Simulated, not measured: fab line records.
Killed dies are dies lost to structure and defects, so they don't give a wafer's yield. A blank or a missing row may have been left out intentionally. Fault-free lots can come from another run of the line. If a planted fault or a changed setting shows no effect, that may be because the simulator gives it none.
What tool caused it?	flow nand_harc	Sampling: 21 lots, 63 wafers, 5 of 1302 route steps

== WHAT THE GAUGES READ, wafer by wafer ==
NHARC_A_ONON_D2_THK_MEAS_24: measures by ellipsometry. Usual: thk_nm 1000 nm, standard deviation 11.
lot	measured	on	thk_nm (nm)	flag
L074	day 12 19:30	film_metro-02	988 985 988	
L075	day 12 19:26	film_metro-01	994 993 991	
L076	day 13 14:45	film_metro-01	1002 1000 1000	
L077	day 14 05:43	film_metro-01	1010 1009 1010	
L078	day 14 12:29	film_metro-01	1016 1015 1012	
L079	day 14 18:15	film_metro-01	1001 1002 1003	
L080	day 15 07:16	film_metro-01	1009 1006 1008	
L082	day 16 02:27	film_metro-01	1000 1001 1000	
L083	day 16 02:26	film_metro-02	991 993 993	
L084	day 17 00:37	film_metro-01	985 986 982	
L086	day 17 14:55	film_metro-02	1016 1016 1016	
L087	day 18 16:14	film_metro-02	994 994 994	
L088	day 18 22:43	film_metro-02	993 990 990	
L089	day 18 22:45	film_metro-01	1003 1000 1004	
L090	day 19 16:05	film_metro-01	1009 1009 1010	
L091	day 19 21:41	film_metro-02	1024 1025 1023	
L092	day 19 21:43	film_metro-01	1012 1014 1013	
L093	day 20 19:33	film_metro-01	997 997 995	
L094	day 21 09:01	film_metro-01	994 995 995	
L095	day 21 18:26	film_metro-02	1013 1013 1013	
L096	day 22 18:20	film_metro-01	1006 1009 1008	

== TOOL THAT RAN EACH LOT (tool first, then ch and the chambers of the sampled wafers, then the start) ==
lot	NHARC_P_BONDPAD_CMP_32	NHARC_P_BONDPAD_ETCH_37	NHARC_A_CHANNEL_HOLE_D1_ETCH_38	NHARC_A_CHANNEL_HOLE_D1_ETCH_16
L074	cmp-04 ch 0,1, day 6 16:07	rie_diel-12 ch 1,2,3, day 6 17:15	rie_diel-11 ch 2,3, day 8 12:29	rie_diel-11 ch 1,3, day 12 19:30 or earlier
L075	cmp-04 ch 0,1, day 6 16:52	rie_diel-12 ch 0,3, day 6 17:59	rie_diel-08 ch 0,1,2, day 8 12:38	rie_diel-08 ch 0,2, day 12 19:26 or earlier
L076	cmp-02 ch 0,1,3, day 7 05:08	rie_diel-06 ch 2,3, day 7 06:14	rie_diel-11 ch 1,2,3, day 9 05:51	rie_diel-11 ch 0,1,2, day 13 14:45 or earlier
L077	cmp-04 ch 2,3, day 7 17:40	rie_diel-06 ch 0,1,2, day 7 18:47	rie_diel-11 ch 0,1,2, day 9 16:25	rie_diel-11 ch 0,1,3, day 14 05:43 or earlier
L078	cmp-04 ch 0,2,3, day 8 03:37	rie_diel-06 ch 0,1,2, day 8 04:44	rie_diel-11 ch 1,2,3, day 10 01:26	rie_diel-11 ch 0,1, day 14 12:29 or earlier
L079	cmp-03 ch 0,2,3, day 8 14:35	rie_diel-12 ch 0,1,2, day 8 15:40	rie_diel-11 ch 0,1,3, day 10 10:59	rie_diel-11 ch 0,2,3, day 14 18:15 or earlier
L080	cmp-03 ch 1,2, day 9 02:19	rie_diel-12 ch 1,2, day 9 03:24	rie_diel-11 ch 0,1, day 11 01:21	rie_diel-11 ch 0,1, day 15 07:16 or earlier
L082	cmp-03 ch 0,1,3, day 10 00:22	rie_diel-09 ch 1,3, day 10 01:25	rie_diel-07 ch 1,3, day 11 21:53	rie_diel-07 ch 0,1, day 16 02:27 or earlier
L083	cmp-02 ch 2,3, day 10 05:35	rie_diel-06 ch 0,2,3, day 10 06:42	rie_diel-11 ch 0,1,3, day 12 00:55	rie_diel-11 ch 2,3, day 16 02:26 or earlier
L084	cmp-03 ch 2,3, day 10 22:10	rie_diel-12 ch 1,2,3, day 10 23:19	rie_diel-11 ch 0,2,3, day 12 17:05	rie_diel-11 ch 1,3, day 17 00:37 or earlier
L086	cmp-03 ch 0,2,3, day 11 11:35	rie_diel-12 ch 2,3, day 11 12:34	rie_diel-11 ch 1,2,3, day 13 08:23	rie_diel-11 ch 1,2,3, day 17 14:55 or earlier
L087	cmp-04 ch 1,2,3, day 11 23:12	rie_diel-12 ch 0,2,3, day 12 00:16	rie_diel-11 ch 0,2,3, day 14 03:37	rie_diel-11 ch 0,1,3, day 18 16:14 or earlier
L088	cmp-03 ch 2,3, day 12 17:09	rie_diel-06 ch 0,3, day 12 18:17	rie_diel-08 ch 2,3, day 14 16:37	rie_diel-08 ch 1,3, day 18 22:43 or earlier
L089	cmp-03 ch 0,2,3, day 12 17:57	rie_diel-09 ch 0,2,3, day 12 19:01	rie_diel-11 ch 2,3, day 14 16:27	rie_diel-11 ch 0,1,2, day 18 22:45 or earlier
L090	cmp-04 ch 0,1, day 13 11:09	rie_diel-06 ch 0,2,3, day 13 12:08	rie_diel-11 ch 0,1,2, day 15 07:20	rie_diel-11 ch 0,1,2, day 19 16:05 or earlier
L091	cmp-02 ch 0,1, day 13 20:28	rie_diel-12 ch 1,2,3, day 13 21:34	rie_diel-11 ch 2,3, day 15 16:11	rie_diel-11 ch 1,2,3, day 19 21:41 or earlier
L092	cmp-03 ch 1,3, day 13 20:38	rie_diel-09 ch 0,2, day 13 21:44	rie_diel-08 ch 0,1, day 15 16:25	rie_diel-08 ch 0,2,3, day 19 21:43 or earlier
L093	cmp-02 ch 1,3, day 14 09:54	rie_diel-06 ch 1,2, day 14 10:55	rie_diel-11 ch 0,2,3, day 16 08:29	rie_diel-11 ch 0,1, day 20 19:33 or earlier
L094	cmp-04 ch 0,2,3, day 14 22:44	rie_diel-09 ch 2,3, day 14 23:49	rie_diel-11 ch 0,2,3, day 16 21:38	rie_diel-11 ch 2,3, day 21 09:01 or earlier
L095	cmp-02 ch 2,3, day 15 05:53	rie_diel-12 ch 1,2, day 15 06:53	rie_diel-11 ch 0,2, day 17 06:02	rie_diel-11 ch 1,2,3, day 21 18:26 or earlier
L096	cmp-02 ch 0,3, day 16 11:16	rie_diel-06 ch 1,2, day 16 12:22	rie_diel-08 ch 0,1,3, day 18 06:25	rie_diel-08 ch 1,3, day 22 18:20 or earlier
- NHARC_P_BONDPAD_CMP_32: polishes SiCN, target thk 200 nm.
- NHARC_P_BONDPAD_ETCH_37: etches the open film in N2/H2, target depth 60 nm, overetch 18 nm, time 65.91 s.
- NHARC_A_CHANNEL_HOLE_D1_ETCH_38: etches the open film in CF4, target depth 39 nm, time 65 s.
- NHARC_A_CHANNEL_HOLE_D1_ETCH_16: etches the open film in O2/COS, target depth 3100 nm, time 806 s.

== WHAT THE TOOLS THEMSELVES READ (means of the sampled wafers that have a number; where no wafer has one, the mark that the record gives instead) ==
NHARC_P_BONDPAD_CMP_32. Usual: motor_current_A 11.6 A, standard deviation 1.5.
lot	tool	motor_current_A (A)	flag
L074	cmp-04	10.9	
L075	cmp-04	10.8	
L076	cmp-02	11.5	
L077	cmp-04	12.4	
L078	cmp-04	11.5	
L079	cmp-03	11.7	
L080	cmp-03	11.1	
L082	cmp-03	11.3	
L083	cmp-02	13.7	
L084	cmp-03	10.9	
L086	cmp-03	12.3	
L087	cmp-04	11.5	
L088	cmp-03	11.6	
L089	cmp-03	12.1	
L090	cmp-04	11.0	
L091	cmp-02	10.2	
L092	cmp-03	11.0	
L093	cmp-02	12.5	
L094	cmp-04	11.4	
L095	cmp-02	13.8	
L096	cmp-02	11.8	

NHARC_P_BONDPAD_ETCH_37. Usual: chamber_pressure_mTorr 30.00 mTorr, standard deviation 0.032; drypump_motor_current_A 5.7 A, standard deviation 0.49; oes_product_au 1.001 a.u., standard deviation 0.012; rf_vpp_V 430.7 V, standard deviation 2.1; showerhead_plenum_p_Torr 2.04 Torr, standard deviation 0.072; throttle_valve_pct 14.172 %, standard deviation 0.0093.
lot	tool	chamber_pressure_mTorr (mTorr)	drypump_motor_current_A (A)	oes_product_au (a.u.)	rf_vpp_V (V)	showerhead_plenum_p_Torr (Torr)	throttle_valve_pct (%)	flag
L074	rie_diel-12	30.00	5.7	0.996	430.3	2.01	14.173	
L075	rie_diel-12	30.00	5.9	1.002	431.2	2.06	14.169	
L076	rie_diel-06	29.97	5.6	1.006	430.2	2.05	14.166	
L077	rie_diel-06	30.00	5.6	1.012	430.8	2.03	14.174	
L078	rie_diel-06	30.02	5.6	1.019	430.9	2.03	14.170	
L079	rie_diel-12	30.02	5.6	1.004	431.1	2.07	14.168	
L080	rie_diel-12	30.00	5.3	1.010	431.0	2.05	14.165	
L082	rie_diel-09	30.01	5.3	1.005	431.4	2.08	14.168	
L083	rie_diel-06	29.99	5.5	0.989	431.5	2.07	14.172	
L084	rie_diel-12	30.03	5.8	0.995	429.4	2.01	14.180	
L086	rie_diel-12	30.02	6.2	0.982	428.9	1.97	14.178	
L087	rie_diel-12	30.00	6.1	0.997	430.7	2.03	14.178	
L088	rie_diel-06	30.02	5.3	0.995	430.8	2.07	14.162	
L089	rie_diel-09	29.99	6.1	0.991	429.7	2.02	14.165	
L090	rie_diel-06	30.00	5.5	1.000	431.0	2.07	14.173	
L091	rie_diel-12	29.98	5.8	0.995	430.0	2.01	14.183	
L092	rie_diel-09	29.99	6.1	0.998	432.3	2.08	14.169	
L093	rie_diel-06	30.00	5.6	0.999	429.2	1.98	14.165	
L094	rie_diel-09	30.01	6.0	0.992	430.8	2.04	14.170	
L095	rie_diel-12	30.01	5.3	1.009	431.3	2.05	14.161	
L096	rie_diel-06	30.02	5.7	0.993	429.7	2.02	14.173	

NHARC_A_CHANNEL_HOLE_D1_ETCH_38. Usual: chamber_pressure_mTorr 50.00 mTorr, standard deviation 0.047; drypump_motor_current_A 5.7 A, standard deviation 0.34; oes_product_au 1.004 a.u., standard deviation 0.007; rf_vpp_V 152.0 V, standard deviation 0.98; showerhead_plenum_p_Torr 1.83 Torr, standard deviation 0.047; throttle_valve_pct 13.284 %, standard deviation 0.0084.
lot	tool	chamber_pressure_mTorr (mTorr)	drypump_motor_current_A (A)	oes_product_au (a.u.)	rf_vpp_V (V)	showerhead_plenum_p_Torr (Torr)	throttle_valve_pct (%)	flag
L074	rie_diel-11	50.01	5.5	1.005	152.1	1.85	13.284	
L075	rie_diel-08	49.98	5.9	0.995	151.0	1.75	13.279	
L076	rie_diel-11	49.97	5.7	1.010	152.6	1.86	13.286	
L077	rie_diel-11	49.93	5.6	1.007	151.4	1.83	13.284	
L078	rie_diel-11	49.97	5.7	1.005	152.5	1.86	13.284	
L079	rie_diel-11	49.95	5.8	1.013	152.1	1.83	13.281	
L080	rie_diel-11	49.99	5.8	1.009	151.7	1.83	13.290	
L082	rie_diel-07	49.99	5.6	1.003	151.3	1.79	13.287	
L083	rie_diel-11	50.05	5.8	0.998	152.2	1.83	13.283	
L084	rie_diel-11	50.05	5.6	1.003	152.1	1.83	13.287	
L086	rie_diel-11	50.03	5.7	1.006	152.2	1.85	13.286	
L087	rie_diel-11	49.99	5.6	1.004	152.2	1.83	13.287	
L088	rie_diel-08	50.01	5.7	1.006	151.6	1.83	13.277	
L089	rie_diel-11	50.03	5.5	1.008	151.9	1.85	13.287	
L090	rie_diel-11	49.98	5.6	1.003	151.7	1.82	13.274	
L091	rie_diel-11	50.00	5.4	1.007	152.9	1.84	13.291	
L092	rie_diel-08	49.99	6.0	1.001	152.2	1.86	13.286	
L093	rie_diel-11	49.98	5.6	1.004	153.0	1.82	13.283	
L094	rie_diel-11	49.99	5.6	0.996	151.7	1.82	13.283	
L095	rie_diel-11	50.01	5.3	1.006	152.4	1.82	13.277	
L096	rie_diel-08	49.95	6.0	1.008	151.6	1.86	13.276	

NHARC_A_CHANNEL_HOLE_D1_ETCH_16. Usual: value, then standard deviation, for each; chamber_pressure_mTorr 20.002 mTorr / 0.02; cos_flow_sccm 20.00 sccm / 0.056; drypump_motor_current_A 5.7 A / 0.33; oes_product_au 1.003 a.u. / 0.0084; rf_vpp_V 315.7 V / 1.4; showerhead_plenum_p_Torr 3.23 Torr / 0.085; throttle_valve_pct 28.331 % / 0.0086.
lot	tool	chamber_pressure_mTorr (mTorr)	cos_flow_sccm (sccm)	drypump_motor_current_A (A)	oes_product_au (a.u.)	rf_vpp_V (V)	showerhead_plenum_p_Torr (Torr)	throttle_valve_pct (%)	flag
L074	rie_diel-11	19.978	20.00	6.0	1.004	317.6	3.28	28.326	
L075	rie_diel-08	20.014	20.00	5.8	1.011	315.7	3.18	28.331	
L076	rie_diel-11	19.991	19.99	5.6	1.010	315.1	3.23	28.338	
L077	rie_diel-11	20.009	19.98	5.8	1.011	315.8	3.23	28.335	
L078	rie_diel-11	20.009	20.01	5.7	1.000	315.1	3.19	28.324	
L079	rie_diel-11	19.989	20.05	5.6	1.011	315.2	3.23	28.328	
L080	rie_diel-11	19.991	20.03	5.7	1.004	315.5	3.19	28.325	
L082	rie_diel-07	20.008	20.05	6.1	0.997	313.1	3.08	28.325	
L083	rie_diel-11	20.019	20.07	5.5	1.000	316.1	3.27	28.334	
L084	rie_diel-11	19.994	20.02	6.0	1.005	316.7	3.28	28.335	
L086	rie_diel-11	20.004	19.98	5.7	1.008	315.3	3.27	28.327	
L087	rie_diel-11	20.005	19.95	5.8	1.001	316.1	3.23	28.336	
L088	rie_diel-08	19.983	20.04	5.8	0.993	316.8	3.36	28.328	
L089	rie_diel-11	20.002	20.01	5.6	1.002	316.3	3.22	28.323	
L090	rie_diel-11	20.011	19.98	5.6	1.004	314.8	3.22	28.333	
L091	rie_diel-11	19.999	19.97	5.7	0.996	316.3	3.27	28.332	
L092	rie_diel-08	20.000	20.01	5.9	1.001	315.3	3.23	28.327	
L093	rie_diel-11	19.992	19.99	5.7	1.000	314.7	3.18	28.344	
L094	rie_diel-11	19.996	20.03	5.7	1.004	316.1	3.27	28.331	
L095	rie_diel-11	19.985	19.98	5.7	1.003	315.6	3.27	28.325	
L096	rie_diel-08	19.996	20.03	5.8	1.006	317.9	3.35	28.337	

== THE ANSWER, worked out from the rows above alone ==
Rule: take the mean of a lot's wafers that have a number; if it is more than 3 standard deviations from the usual mean, the lot is off. A lot without any number at a reading at which 4 lots or more have one is off too. Where the step has rows for the other lots, those lots are counted as sound. After the gauges, taken in route order, come the tools' own readings; for these a lot's mean is taken, as printed above. The first step at which some lot is off is used, and at that step the reading that is off furthest; a lot without a number counts as furthest.
No lot is off on any of the readings shown, so nothing can be concluded from this.

== WHAT THE SIMULATOR HAD INSERTED ==
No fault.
